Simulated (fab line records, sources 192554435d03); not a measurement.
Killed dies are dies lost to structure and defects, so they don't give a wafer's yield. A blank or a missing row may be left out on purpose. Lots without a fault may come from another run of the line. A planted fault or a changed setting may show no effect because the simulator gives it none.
fab line records | flow n5_finfet
record lots=24 wafers=72 last_day=17
route steps=1938 shown MOL_CONTACT_COAG@547
lots that met no fault: from a run of the same line without faults
start_h: hours from the record's first day to the start of the lot's first wafer shown | wait_h: hours since the lot's step before | " the same as in the row above | L1.1+2: a row that stands for several wafers | - no value, or no start given | * or withheld: withheld | < > ~ a bound
route shown NAME@n: a module of which the file shows steps, and the number in the route of the first | usual: mean/standard deviation of fault-free wafers | same: alike in all rows | chamber/n: place in a boat | sites: the reading at each site | _std_site: their standard deviation | _edge_site: outer sites' mean less inner sites' | radius_mm: how far each site lies from the wafer's centre | mask NAME#n: copy n | behind: the tool/chamber that last shaped the wafer | hold: why the lot was held/for how many hours/how that ended | device: the transistor (n, p or np) that didn't switch | end of line: the same wafers' tests at the end of the route | a step without rows: its recipe alone | killed: dies lost to structure and defects at the first sort, not the wafer's yield | map: a wafer's dies, x killed, . not, _ none there
set.NAME: the setting as run; set.NAME@STEP: as run at that earlier step | model.NAME: the simulator's own value behind a step, which no gauge read
steps of the route over a sample of lots; a table a step, a row a wafer
services: from which hour (start_h, from the record's first day; less than 0 if before it) a tool's chamber was out of use, for how many hours, and why
## steps
# step N5_MOL_CONTACT_COAG_SPUTTER_143
# recipe material=Co target_thk_a=25 temp_c=25 chamber_pressure_pa=0.2
# usual throttle_valve_pct=29.8/1
# columns lot.wafer tool chamber start_h wait_h throttle_valve_pct
L074.1 pvd_sputter-01 - 90.45 0.0 29.9
L074.3 " - " " 30.9
L074.5 " - " " 28.4
L075.3 pvd_sputter-02 - 100.63 0.0 30.1
L075.5 " - " " 30.0
L075.6 " - " " 30.1
L076.1 pvd_sputter-01 - 107.43 0.0 28.6
L076.4 " - " " 29.9
L076.5 " - " " 31.0
L077.1 pvd_sputter-01 - 108.11 0.0 29.8
L077.4 " - " " 28.7
L077.6 " - " " 30.0
L078.1 pvd_sputter-02 - 115.04 0.0 30.1
L078.2 " - " " 28.6
L078.3 " - " " 30.1
L079.2 pvd_sputter-03 - 121.75 0.0 31.0
L079.3 " - " " 29.2
L079.5 " - " " 27.9
L080.1 pvd_sputter-03 - 128.14 0.0 28.1
L080.2 " - " " 29.0
L080.6 " - " " 29.2
L081.2 pvd_sputter-01 - 146.03 0.0 28.6
L081.4 " - " " 31.1
L081.5 " - " " 30.9
L082.3 pvd_sputter-03 - 150.75 0.0 29.4
L082.4 " - " " 29.4
L082.5 " - " " 29.2
L084.1 pvd_sputter-02 - 153.33 0.0 28.2
L084.3 " - " " 29.8
L084.5 " - " " 30.1
L083.1 pvd_sputter-02 - 153.49 0.0 28.4
L083.3 " - " " 30.1
L083.5 " - " " 29.2
L085.2 pvd_sputter-03 - 162.60 0.0 29.2
L085.4 " - " " 27.8
L085.5 " - " " 29.3
L086.2 pvd_sputter-03 - 170.74 0.0 28.9
L086.4 " - " " 28.0
L086.6 " - " " 31.3
L087.2 pvd_sputter-03 - 176.32 0.0 28.0
L087.3 " - " " 29.1
L087.4 " - " " 29.8
L088.3 pvd_sputter-03 - 176.86 0.0 29.9
L088.4 " - " " 29.0
L088.5 " - " " 28.1
L089.1 pvd_sputter-02 - 183.20 0.0 29.2
L089.3 " - " " 30.2
L089.4 " - " " 30.2
L090.1 pvd_sputter-03 - 200.24 0.0 29.2
L090.2 " - " " 30.0
L090.3 " - " " 31.3
L091.1 pvd_sputter-02 - 207.84 0.0 28.4
L091.2 " - " " 29.0
L091.5 " - " " 29.9
L092.1 pvd_sputter-01 - 208.19 0.0 30.0
L092.4 " - " " 28.3
L092.5 " - " " 28.6
L093.1 pvd_sputter-01 - 217.45 0.0 28.9
L093.2 " - " " 30.9
L093.5 " - " " 30.7
L094.2 pvd_sputter-01 - 218.41 0.0 31.1
L094.3 " - " " 31.0
L094.5 " - " " 30.7
L095.2 pvd_sputter-01 - 221.18 0.0 28.5
L095.4 " - " " 30.1
L095.6 " - " " 28.8
L096.1 pvd_sputter-03 - 229.44 0.0 30.0
L096.2 " - " " 31.2
L096.6 " - " " 31.4
L097.1 pvd_sputter-02 - 233.57 0.0 28.4
L097.2 " - " " 30.5
L097.4 " - " " 29.9
# step N5_MOL_CONTACT_COAG_ANNEAL_113
# recipe temp_c=400 time_s=300 ambient=H2/N2
# usual lamp_power_pct=2.94/0.27 lamp_zone_3_pct=2.94/0.27 lamp_zone_7_pct=3.09/0.29 wafer_temp_C_max=401.7/0.6
# columns lot.wafer tool chamber start_h wait_h lamp_power_pct lamp_zone_3_pct lamp_zone_7_pct wafer_temp_C_max
L074.1 rtp_anneal-01 0 91.29 0.4 2.61 2.62 2.75 402.2
L074.3 " 0 " " 2.61 2.62 2.75 401.8
L074.5 " 0 " " 2.62 2.62 2.75 403.5
L075.3 rtp_anneal-02 0 101.67 0.6 3.17 3.17 3.33 401.4
L075.5 " 0 " " 3.17 3.17 3.33 401.0
L075.6 " 0 " " 3.18 3.17 3.34 401.2
L076.1 rtp_anneal-02 0 108.41 0.6 3.18 3.17 3.33 401.3
L076.4 " 0 " " 3.18 3.17 3.33 401.2
L076.5 " 0 " " 3.18 3.17 3.33 401.0
L077.1 rtp_anneal-01 0 108.93 0.4 2.62 2.62 2.75 402.0
L077.4 " 0 " " 2.62 2.62 2.75 402.8
L077.6 " 0 " " 2.61 2.62 2.75 402.0
L078.1 rtp_anneal-01 0 116.12 0.7 2.62 2.61 2.75 401.8
L078.2 " 0 " " 2.61 2.62 2.75 401.7
L078.3 " 0 " " 2.62 2.62 2.75 402.3
L079.2 rtp_anneal-02 0 122.93 0.8 3.18 3.17 3.34 401.6
L079.3 " 0 " " 3.17 3.17 3.33 401.7
L079.5 " 0 " " 3.17 3.17 3.33 401.5
L080.1 rtp_anneal-02 0 129.32 0.8 3.17 3.17 3.33 401.3
L080.2 " 0 " " 3.17 3.17 3.33 401.1
L080.6 " 0 " " 3.17 3.17 3.34 401.2
L081.2 rtp_anneal-02 0 146.91 0.5 3.17 3.17 3.34 401.7
L081.4 " 0 " " 3.17 3.16 3.34 400.9
L081.5 " 0 " " 3.17 3.17 3.34 401.2
L082.3 rtp_anneal-01 0 151.91 0.7 2.61 2.62 2.75 402.1
L082.4 " 0 " " 2.62 2.62 2.75 401.6
L082.5 " 0 " " 2.62 2.61 2.76 401.8
L084.1 rtp_anneal-01 0 154.06 0.3 2.62 2.61 2.75 402.4
L084.3 " 0 " " 2.61 2.62 2.75 402.8
L084.5 " 0 " " 2.61 2.62 2.75 403.0
L083.1 rtp_anneal-02 0 154.29 0.4 3.17 3.17 3.33 401.6
L083.3 " 0 " " 3.17 3.17 3.33 401.6
L083.5 " 0 " " 3.17 3.17 3.33 401.6
L085.2 rtp_anneal-02 0 163.48 0.5 3.16 3.17 3.33 401.9
L085.4 " 0 " " 3.17 3.17 3.33 400.9
L085.5 " 0 " " 3.17 3.18 3.33 401.7
L086.2 rtp_anneal-01 0 171.63 0.5 2.62 2.62 2.75 402.5
L086.4 " 0 " " 2.62 2.61 2.75 402.3
L086.6 " 0 " " 2.62 2.62 2.75 402.2
L087.2 rtp_anneal-02 0 177.24 0.5 3.18 3.17 3.34 401.2
L087.3 " 0 " " 3.17 3.17 3.34 401.2
L087.4 " 0 " " 3.17 3.17 3.33 401.6
L088.3 rtp_anneal-02 0 178.29 1.0 3.17 3.18 3.33 401.6
L088.4 " 0 " " 3.18 3.17 3.33 401.7
L088.5 " 0 " " 3.17 3.17 3.33 401.7
L089.1 rtp_anneal-02 0 183.94 0.3 3.17 3.17 3.33 401.4
L089.3 " 0 " " 3.17 3.17 3.33 400.7
L089.4 " 0 " " 3.17 3.17 3.34 400.7
L090.1 rtp_anneal-01 0 201.03 0.4 2.62 2.62 2.75 402.6
L090.2 " 0 " " 2.62 2.61 2.75 401.8
L090.3 " 0 " " 2.62 2.61 2.75 402.5
L091.1 rtp_anneal-02 0 208.57 0.3 3.17 3.17 3.34 401.2
L091.2 " 0 " " 3.17 3.17 3.33 401.3
L091.5 " 0 " " 3.17 3.17 3.33 401.3
L092.1 rtp_anneal-01 0 209.02 0.4 2.62 2.62 2.75 401.8
L092.4 " 0 " " 2.61 2.61 2.75 402.2
L092.5 " 0 " " 2.62 2.62 2.75 402.0
L093.1 rtp_anneal-01 0 218.19 0.3 2.62 2.61 2.75 402.6
L093.2 " 0 " " 2.61 2.62 2.75 402.5
L093.5 " 0 " " 2.62 2.62 2.74 401.7
L094.2 rtp_anneal-02 0 219.30 0.5 3.18 3.17 3.33 401.5
L094.3 " 0 " " 3.17 3.17 3.34 401.2
L094.5 " 0 " " 3.17 3.17 3.34 401.6
L095.2 rtp_anneal-01 0 222.07 0.5 2.62 2.62 2.75 402.3
L095.4 " 0 " " 2.62 2.62 2.75 402.5
L095.6 " 0 " " 2.62 2.62 2.75 403.4
L096.1 rtp_anneal-02 0 230.29 0.4 3.17 3.17 3.33 401.3
L096.2 " 0 " " 3.18 3.17 3.33 401.4
L096.6 " 0 " " 3.17 3.18 3.33 401.0
L097.1 rtp_anneal-02 0 234.30 0.3 3.17 3.17 3.33 401.8
L097.2 " 0 " " 3.17 3.17 3.34 400.9
L097.4 " 0 " " 3.17 3.17 3.33 401.3
# step N5_MOL_CONTACT_COAG_INSPECT_57
# recipe mode=adi inspect_instrument=brightfield
# usual raw_defect_count=191/49
# columns lot.wafer tool chamber start_h wait_h raw_defect_count
L074.1 defect_inspect-02 - 98.00 0.1 209
L074.3 " - " " 172
L074.5 " - " " 185
L075.3 defect_inspect-01 - 106.72 0.0 224
L075.5 " - " " 308
L075.6 " - " " 185
L076.1 defect_inspect-02 - 114.60 0.1 148
L076.4 " - " " 176
L076.5 " - " " 192
L077.1 defect_inspect-01 - 114.83 0.1 183
L077.4 " - " " 228
L077.6 " - " " 203
L078.1 defect_inspect-01 - 122.00 0.1 240
L078.2 " - " " 229
L078.3 " - " " 226
L079.2 defect_inspect-01 - 128.48 0.0 204
L079.3 " - " " 236
L079.5 " - " " 166
L080.1 defect_inspect-02 - 134.21 0.1 264
L080.2 " - " " 251
L080.6 " - " " 232
L081.2 defect_inspect-01 - 154.14 0.0 157
L081.4 " - " " 212
L081.5 " - " " 170
L082.3 defect_inspect-01 - 157.61 0.0 166
L082.4 " - " " 163
L082.5 " - " " 108
L084.1 defect_inspect-01 - 160.66 0.1 207
L084.3 " - " " 234
L084.5 " - " " 183
L083.1 defect_inspect-01 - 161.00 0.1 115
L083.3 " - " " 135
L083.5 " - " " 116
L085.2 defect_inspect-01 - 172.76 0.0 228
L085.4 " - " " 309
L085.5 " - " " 299
L086.2 defect_inspect-01 - 179.50 0.0 160
L086.4 " - " " 232
L086.6 " - " " 111
L087.2 defect_inspect-01 - 184.94 0.0 158
L087.3 " - " " 200
L087.4 " - " " 216
L088.3 defect_inspect-02 - 188.96 0.0 194
L088.4 " - " " 311
L088.5 " - " " 211
L089.1 defect_inspect-02 - 192.28 0.1 178
L089.3 " - " " 187
L089.4 " - " " 190
L090.1 defect_inspect-01 - 207.97 0.1 243
L090.2 " - " " 168
L090.3 " - " " 163
L091.1 defect_inspect-01 - 214.88 0.1 121
L091.2 " - " " 149
L091.5 " - " " 143
L092.1 defect_inspect-02 - 216.22 0.1 186
L092.4 " - " " 220
L092.5 " - " " 172
L093.1 defect_inspect-01 - 223.16 0.1 322
L093.2 " - " " 229
L093.5 " - " " 266
L094.2 defect_inspect-01 - 225.18 0.0 187
L094.3 " - " " 128
L094.5 " - " " 110
L095.2 defect_inspect-02 - 229.08 0.0 144
L095.4 " - " " 98
L095.6 " - " " 116
L096.1 defect_inspect-02 - 236.94 0.1 119
L096.2 " - " " 163
L096.6 " - " " 239
L097.1 defect_inspect-01 - 240.81 0.1 222
L097.2 " - " " 190
L097.4 " - " " 252
# step N5_MOL_CONTACT_COAG_ETCH_47
# recipe chemistry=CH3F/O2 target=SiNx target_depth_a=270 mask_material=SiO2 stop_on=W over_etch_frac=0.2 ion_energy_ev=120 endpoint=OES-CN pressure_mtorr=30 source_w=395 bias_w=73 Ar_flow_sccm=150 CH3F_flow_sccm=30 O2_flow_sccm=20 ends=end_point
# usual drypump_motor_current_A=5.9/0.4 etch_rf_on_time_s=31.3/0.47 oes_product_au=0.70/0.088 rf_fwd_power_W=386.1/1.7 rf_vpp_V=297/3.4 showerhead_plenum_p_Torr=2.01/0.051 throttle_valve_pct=16.40/0.18
# columns lot.wafer tool chamber start_h wait_h drypump_motor_current_A etch_rf_on_time_s oes_product_au rf_fwd_power_W rf_hours_counter_h rf_vpp_V showerhead_plenum_p_Torr throttle_valve_pct
L074.1 rie_diel-01 1 98.61 0.0 6.6 31.4 0.66 387.7 172 297 1.99 16.55
L074.3 " 0 " " 6.5 30.8 0.86 386.2 4 305 2.13 16.33
L074.5 " 3 " " 6.1 30.9 0.80 386.7 - 294 2.04 16.34
L075.3 rie_diel-01 3 107.48 0.0 6.1 30.7 0.80 384.7 29 294 2.04 16.35
L075.5 " 0 " " 6.5 30.6 0.86 385.0 - 303 2.13 16.35
L075.6 " 1 " " 6.7 30.8 0.67 388.5 - 298 1.99 16.57
L076.1 rie_diel-04 3 115.42 0.0 6.0 31.8 0.62 387.5 231 294 1.97 16.45
L076.4 " 1 " " 5.7 30.8 0.71 388.5 117 299 2.09 16.52
L076.5 " 3 " " 6.1 31.9 0.62 386.7 - 294 1.97 16.46
L077.1 rie_diel-01 0 115.53 0.0 6.4 30.8 0.84 385.8 10 303 2.13 16.33
L077.4 " 1 " " 6.6 31.0 0.66 387.9 180 297 1.99 16.57
L077.6 " 2 " " 5.9 31.2 0.69 386.0 - 299 2.02 16.19
L078.1 rie_diel-01 0 122.62 0.0 6.5 31.1 0.83 385.6 12 304 2.13 16.34
L078.2 " 2 " " 5.9 31.8 0.68 386.4 126 299 2.02 16.18
L078.3 " 3 " " 6.1 31.1 0.79 384.8 34 296 2.04 16.36
L079.2 rie_diel-01 0 129.60 0.0 6.5 31.1 0.82 387.1 14 304 2.13 16.36
L079.3 " 3 " " 6.1 30.7 0.79 386.1 36 295 2.04 16.36
L079.5 " 3 " " 6.1 30.7 0.80 384.6 - 295 2.04 16.37
L080.1 rie_diel-04 1 135.02 0.0 5.7 31.5 0.70 391.5 122 297 2.09 16.53
L080.2 " 2 " " 5.2 31.9 0.65 383.6 173 292 2.00 16.61
L080.6 " 0 " " 5.4 31.8 0.63 384.5 - 299 1.98 16.33
L081.2 rie_diel-03 1 154.97 0.0 6.0 31.4 0.61 385.9 241 299 1.97 16.68
L081.4 " 0 " " 5.5 31.9 0.62 384.5 219 296 2.06 16.34
L081.5 " 3 " " 6.1 31.6 0.63 388.7 - 301 1.97 16.44
L082.3 rie_diel-01 0 158.22 0.0 6.5 30.9 0.81 386.6 23 304 2.13 16.37
L082.4 " 3 " " 6.1 31.3 0.77 384.3 46 297 2.03 16.38
L082.5 " 1 " " 6.6 30.8 0.65 386.7 - 297 1.99 16.59
L084.1 rie_diel-04 2 161.27 0.0 5.2 31.4 0.65 385.0 183 291 1.99 16.64
L084.3 " 1 " " 5.7 31.7 0.69 391.4 132 298 2.08 16.55
L084.5 " 0 " " 5.4 31.5 0.62 384.9 - 297 1.97 16.35
L083.1 rie_diel-01 3 161.61 0.0 6.1 30.8 0.77 385.6 48 296 2.03 16.40
L083.3 " 2 " " 5.9 31.5 0.68 384.2 140 299 2.01 16.23
L083.5 " 3 " " 6.1 30.7 0.76 383.9 - 296 2.03 16.39
L085.2 rie_diel-03 1 173.78 0.0 6.0 31.6 0.61 385.8 248 299 1.97 16.71
L085.4 " 2 " " 5.8 32.3 0.63 384.9 180 297 1.98 16.50
L085.5 " 0 " " 5.5 31.5 0.61 387.4 - 294 2.06 16.35
L086.2 rie_diel-03 3 180.53 0.0 6.2 31.3 0.62 386.0 236 302 1.96 16.46
L086.4 " 0 " " 5.5 31.3 0.61 386.8 226 294 2.06 16.37
L086.6 " 2 " " 5.8 32.0 0.63 385.4 - 296 1.98 16.49
L087.2 rie_diel-01 1 185.81 0.0 6.6 31.3 0.64 388.9 201 298 1.98 16.62
L087.3 " 0 " " 6.5 31.0 0.78 386.6 32 303 2.12 16.38
L087.4 " 2 " " 5.9 31.5 0.67 386.2 149 299 2.01 16.23
L088.3 rie_diel-03 2 191.43 0.0 5.8 32.3 0.62 386.9 186 297 1.98 16.51
L088.4 " 3 " " 6.2 31.8 0.62 388.0 - 300 1.96 16.45
L088.5 " 0 " " 5.5 31.5 0.61 389.0 - 293 2.06 16.36
L089.1 rie_diel-01 1 193.24 0.0 6.7 31.2 0.65 388.7 205 296 1.98 16.65
L089.3 " 3 " " 6.1 31.1 0.76 383.7 59 297 2.03 16.43
L089.4 " 0 " " 6.4 31.3 0.78 385.8 36 303 2.12 16.39
L090.1 rie_diel-04 2 208.83 0.0 5.1 31.3 0.64 384.6 201 291 1.99 16.67
L090.2 " 1 " " 5.7 31.4 0.68 388.5 151 300 2.08 16.57
L090.3 " 3 " " 6.0 31.0 0.83 382.8 9 292 1.96 16.05
L091.1 rie_diel-03 0 215.72 0.0 5.5 31.3 0.61 386.4 241 295 2.05 16.39
L091.2 " 2 " " 5.8 31.8 0.63 386.5 197 293 1.98 16.53
L091.5 " 1 " " 6.0 30.7 0.85 384.6 - 298 1.96 16.22
L092.1 rie_diel-04 2 217.06 0.0 5.1 31.1 0.64 385.7 204 292 1.98 16.67
L092.4 " 1 " " 5.7 31.0 0.67 388.3 154 298 2.08 16.58
L092.5 " 0 " " 5.4 31.7 0.61 384.6 - 299 1.97 16.39
L093.1 rie_diel-04 3 223.77 0.0 6.0 30.7 0.83 386.8 14 293 1.96 16.04
L093.2 " 2 " " 5.1 31.4 0.64 386.3 206 292 1.98 16.69
L093.5 " 0 " " 5.4 31.6 0.61 384.1 - 297 1.97 16.40
L094.2 rie_diel-04 3 225.79 0.0 6.1 30.6 0.82 385.8 15 293 1.96 16.05
L094.3 " 1 " " 5.7 30.9 0.68 389.3 157 300 2.08 16.59
L094.5 " 2 " " 5.1 31.2 0.64 383.4 - 291 1.98 16.69
L095.2 rie_diel-04 3 229.97 0.0 6.0 30.8 0.83 386.0 17 293 1.96 16.05
L095.4 " 1 " " 5.7 31.2 0.68 388.0 158 298 2.07 16.60
L095.6 " 3 " " 6.0 30.8 0.83 383.8 - 293 1.96 16.05
L096.1 rie_diel-03 1 238.08 0.0 6.0 30.6 0.83 385.0 13 299 1.96 16.24
L096.2 " 0 " " 5.5 31.5 0.59 387.6 249 293 2.05 16.42
L096.6 " 1 " " 6.0 30.5 0.83 383.6 - 299 1.96 16.25
L097.1 rie_diel-03 2 242.28 0.0 5.8 32.1 0.61 385.1 207 295 1.97 16.55
L097.2 " 1 " " 6.0 31.5 0.83 386.5 14 298 1.96 16.24
L097.4 " 2 " " 5.8 32.5 0.61 385.1 - 296 1.97 16.54
# step N5_MOL_CONTACT_COAG_ETCH_67
# recipe chemistry=N2/H2 target=SOC target_depth_a=600 overetch_a=210 mask_material=SiARC temp_c=40 time_s=101.2 ion_energy_ev=200 pressure_mtorr=30 source_w=840 bias_w=150 n2_flow_sccm=200 h2_flow_sccm=200
# usual drypump_motor_current_A=5.9/0.38 oes_product_au=0.64/0.065 rf_fwd_power_W=835.1/2.9 rf_vpp_V=524.6/2 showerhead_plenum_p_Torr=2.57/0.064 throttle_valve_pct=17.94/0.14
# columns lot.wafer tool chamber start_h wait_h drypump_motor_current_A oes_product_au rf_fwd_power_W rf_hours_counter_h rf_vpp_V showerhead_plenum_p_Torr throttle_valve_pct
L074.1 rie_diel-01 3 99.64 0.0 6.1 0.75 832.8 27 525.7 2.59 17.84
L074.3 " 1 " " 6.6 0.62 838.4 172 523.3 2.53 18.13
L074.5 " 1 " " 6.6 0.63 835.6 - 523.5 2.53 18.12
L075.3 rie_diel-04 1 108.50 0.0 5.7 0.66 833.0 115 526.9 2.67 18.14
L075.5 " 1 " " 5.7 0.66 838.1 - 526.9 2.67 18.12
L075.6 " 0 " " 5.4 0.60 831.7 - 522.0 2.52 17.92
L076.1 rie_diel-01 3 116.46 0.0 6.1 0.74 835.0 32 525.3 2.59 17.84
L076.4 " 1 " " 6.6 0.62 833.8 180 523.2 2.53 18.13
L076.5 " 0 " " 6.5 0.79 835.7 - 529.2 2.71 17.82
L077.1 rie_diel-04 3 116.67 0.0 6.0 0.60 831.0 232 522.9 2.51 18.02
L077.4 " 1 " " 5.7 0.66 837.6 117 526.2 2.67 18.12
L077.6 " 2 " " 5.2 0.62 831.1 - 524.4 2.53 18.04
L078.1 rie_diel-01 0 123.63 0.0 6.5 0.78 836.2 12 527.7 2.71 17.81
L078.2 " 3 " " 6.1 0.74 835.3 34 525.8 2.59 17.86
L078.3 " 2 " " 5.9 0.65 834.3 126 522.8 2.56 17.71
L079.2 rie_diel-03 0 130.87 0.0 5.5 0.59 838.4 212 525.8 2.63 17.81
L079.3 " 1 " " 6.0 0.59 833.1 233 522.5 2.51 18.27
L079.5 " 2 " " 5.8 0.61 830.1 - 523.5 2.54 17.98
L080.1 rie_diel-03 3 136.40 0.0 6.1 0.59 838.5 219 523.9 2.51 17.89
L080.2 " 1 " " 6.0 0.58 835.2 235 523.9 2.51 18.26
L080.6 " 3 " " 6.1 0.59 839.5 - 523.4 2.51 17.89
L081.2 rie_diel-01 0 156.07 0.0 6.5 0.74 837.2 22 528.4 2.70 17.84
L081.4 " 2 " " 5.9 0.64 832.8 138 523.7 2.55 17.75
L081.5 " 0 " " 6.5 0.75 838.8 - 528.6 2.70 17.83
L082.3 rie_diel-01 2 159.43 0.0 5.9 0.64 834.5 139 523.4 2.55 17.73
L082.4 " 3 " " 6.1 0.71 834.5 47 524.1 2.58 17.89
L082.5 " 2 " " 5.9 0.64 837.0 - 523.0 2.55 17.76
L084.1 rie_diel-04 1 162.42 0.0 5.7 0.65 835.3 132 527.7 2.66 18.14
L084.3 " 3 " " 6.1 0.58 835.6 248 521.8 2.50 18.05
L084.5 " 1 " " 5.7 0.65 836.5 - 527.0 2.66 18.16
L083.1 rie_diel-04 2 162.76 0.0 5.2 0.62 834.3 183 523.0 2.53 18.07
L083.3 " 0 " " 5.4 0.59 832.5 221 522.8 2.52 17.95
L083.5 " 1 " " 5.7 0.65 838.8 - 527.4 2.66 18.14
L085.2 rie_diel-03 1 176.42 0.0 6.0 0.57 835.4 249 523.4 2.50 18.27
L085.4 " 3 " " 6.1 0.59 836.1 234 523.6 2.50 17.91
L085.5 " 1 " " 6.0 0.57 839.0 - 523.6 2.50 18.27
L086.2 rie_diel-03 0 182.17 0.0 5.5 0.58 832.9 226 525.2 2.62 17.85
L086.4 " 0 " " 5.5 0.58 835.4 - 525.1 2.62 17.84
L086.6 " 2 " " 5.8 0.60 836.2 - 523.2 2.54 17.99
L087.2 rie_diel-01 1 191.31 0.0 6.6 0.60 840.5 204 523.7 2.52 18.18
L087.3 " 2 " " 5.9 0.63 832.0 151 523.1 2.55 17.75
L087.4 " 0 " " 6.5 0.73 833.9 35 528.2 2.70 17.88
L088.3 rie_diel-03 3 192.86 0.0 6.2 0.58 832.5 241 523.6 2.50 17.94
L088.4 " 3 " " 6.1 0.58 837.6 - 521.4 2.50 17.93
L088.5 " 0 " " 5.5 0.58 834.5 - 526.3 2.62 17.85
L089.1 rie_diel-03 0 195.06 0.0 5.5 0.58 839.1 232 525.5 2.62 17.86
L089.3 " 2 " " 5.8 0.59 832.3 188 522.3 2.53 18.02
L089.4 " 0 " " 5.5 0.58 835.7 - 525.1 2.62 17.86
L090.1 rie_diel-03 2 209.98 0.0 5.8 0.59 830.6 195 523.8 2.53 18.03
L090.2 " 3 " " 6.2 0.58 835.9 249 523.5 2.50 17.92
L090.3 " 1 " " 6.0 0.80 834.9 3 521.5 2.50 17.86
L091.1 rie_diel-03 2 216.93 0.0 5.8 0.59 835.5 198 523.6 2.53 18.02
L091.2 " 1 " " 6.0 0.80 832.9 5 522.7 2.50 17.84
L091.5 " 2 " " 5.8 0.59 832.8 - 522.8 2.53 18.02
L092.1 rie_diel-03 2 218.25 0.0 5.8 0.59 831.9 198 522.8 2.53 18.01
L092.4 " 2 " " 5.8 0.59 832.3 - 523.2 2.53 18.01
L092.5 " 1 " " 6.0 0.79 832.1 - 523.5 2.50 17.83
L093.1 rie_diel-01 3 225.20 0.0 6.1 0.70 836.2 71 523.0 2.57 17.92
L093.2 " 0 " " 6.4 0.71 838.9 47 528.5 2.69 17.91
L093.5 " 3 " " 6.1 0.70 836.1 - 524.2 2.57 17.94
L094.2 rie_diel-01 0 227.36 0.0 6.4 0.72 834.8 48 527.9 2.69 17.90
L094.3 " 1 " " 6.6 0.60 832.6 217 521.4 2.51 18.19
L094.5 " 3 " " 6.1 0.69 837.4 - 525.4 2.57 17.94
L095.2 rie_diel-01 2 230.99 0.0 5.9 0.61 837.1 165 521.7 2.54 17.79
L095.4 " 0 " " 6.5 0.71 834.5 - 527.6 2.69 17.90
L095.6 " 2 " " 5.9 0.61 836.6 - 523.1 2.54 17.78
L096.1 rie_diel-04 1 239.13 0.0 5.7 0.63 839.5 161 525.8 2.65 18.19
L096.2 " 2 " " 5.1 0.60 833.8 212 524.0 2.51 18.13
L096.6 " 3 " " 6.0 0.76 832.3 - 522.9 2.49 17.66
L097.1 rie_diel-01 2 243.31 0.0 5.9 0.61 835.4 171 524.4 2.54 17.80
L097.2 " 3 " " 6.1 0.69 840.2 78 524.0 2.57 17.93
L097.4 " 2 " " 5.9 0.61 835.6 - 522.4 2.54 17.81
# step N5_MOL_CONTACT_COAG_CD_MEAS_101
# recipe target_cd_nm=16
# usual cd_nm=16.0/0.33
# columns lot.wafer tool chamber start_h wait_h cd_nm
L074.1 cd_sem-01 - 100.11 0.0 16.4
L074.3 " - " " 16.1
L074.5 " - " " 16.5
L075.3 cd_sem-03 - 108.97 0.0 16.5
L075.5 " - " " 16.3
L075.6 " - " " 16.6
L076.1 cd_sem-02 - 116.93 0.0 15.7
L076.4 " - " " 16.4
L076.5 " - " " 15.5
L077.1 cd_sem-01 - 117.15 0.0 15.7
L077.4 " - " " 16.0
L077.6 " - " " 16.1
L078.1 cd_sem-01 - 124.12 0.0 15.8
L078.2 " - " " 15.7
L078.3 " - " " 15.7
L079.2 cd_sem-03 - 131.34 0.0 15.9
L079.3 " - " " 15.7
L079.5 " - " " 16.0
L080.1 cd_sem-03 - 136.87 0.0 15.9
L080.2 " - " " 15.9
L080.6 " - " " 16.1
L081.2 cd_sem-03 - 156.54 0.0 16.0
L081.4 " - " " 16.4
L081.5 " - " " 15.9
L082.3 cd_sem-01 - 159.92 0.0 15.7
L082.4 " - " " 15.9
L082.5 " - " " 16.0
L084.1 cd_sem-03 - 162.90 0.0 15.9
L084.3 " - " " 16.5
L084.5 " - " " 15.9
L083.1 cd_sem-02 - 163.24 0.0 15.6
L083.3 " - " " 15.7
L083.5 " - " " 16.1
L085.2 cd_sem-01 - 176.93 0.0 15.9
L085.4 " - " " 16.2
L085.5 " - " " 16.6
L086.2 cd_sem-01 - 182.65 0.0 16.4
L086.4 " - " " 16.5
L086.6 " - " " 16.2
L087.2 cd_sem-01 - 191.78 0.0 16.4
L087.3 " - " " 15.5
L087.4 " - " " 16.0
L088.3 cd_sem-01 - 193.34 0.0 15.5
L088.4 " - " " 15.6
L088.5 " - " " 15.5
L089.1 cd_sem-01 - 195.57 0.0 15.7
L089.3 " - " " 15.5
L089.4 " - " " 15.6
L090.1 cd_sem-03 - 210.45 0.0 16.0
L090.2 " - " " 16.1
L090.3 " - " " 16.3
L091.1 cd_sem-01 - 217.47 0.0 15.8
L091.2 " - " " 16.1
L091.5 " - " " 16.0
L092.1 cd_sem-01 - 218.73 0.0 16.0
L092.4 " - " " 16.0
L092.5 " - " " 15.5
L093.1 cd_sem-01 - 225.68 0.0 15.9
L093.2 " - " " 16.2
L093.5 " - " " 16.6
L094.2 cd_sem-02 - 227.87 0.0 16.1
L094.3 " - " " 16.6
L094.5 " - " " 16.6
L095.2 cd_sem-02 - 231.47 0.0 15.9
L095.4 " - " " 15.5
L095.6 " - " " 16.3
L096.1 cd_sem-01 - 239.69 0.0 15.9
L096.2 " - " " 15.7
L096.6 " - " " 16.4
L097.1 cd_sem-01 - 243.78 0.0 15.9
L097.2 " - " " 16.2
L097.4 " - " " 15.8
## services
# columns tool chamber start_h hours kind
rie_diel-01 0 73.23 - clean
rie_diel-01 0 73.23 - consumable_replace:focus_ring
rie_diel-01 0 73.23 - consumable_replace:showerhead
rie_diel-01 0 73.23 15.8 scheduled_down
rie_diel-01 0 73.23 15.8 vent_cycle
rie_diel-03 3 90.78 8.7 repair
rie_diel-03 2 120.65 6.2 repair
rie_diel-01 1 121.10 5.2 repair
rie_diel-03 0 155.80 6.7 repair
rie_diel-04 3 168.49 - clean
rie_diel-03 1 180.59 - clean
rie_diel-03 1 180.59 - consumable_replace:focus_ring
rie_diel-03 1 180.59 22.5 scheduled_down
rie_diel-03 1 180.59 22.5 vent_cycle
rie_diel-03 3 213.59 - clean
rie_diel-03 3 213.59 - consumable_replace:focus_ring
rie_diel-03 3 213.59 18.4 scheduled_down
rie_diel-03 3 213.59 18.4 vent_cycle
rie_diel-01 1 228.63 16.2 repair
rie_diel-03 - 239.55 1.0 repair
rie_diel-03 0 242.02 - clean
rie_diel-03 0 242.02 - consumable_replace:focus_ring
rie_diel-03 0 242.02 17.0 scheduled_down
rie_diel-03 0 242.02 17.0 vent_cycle
## key
fault none
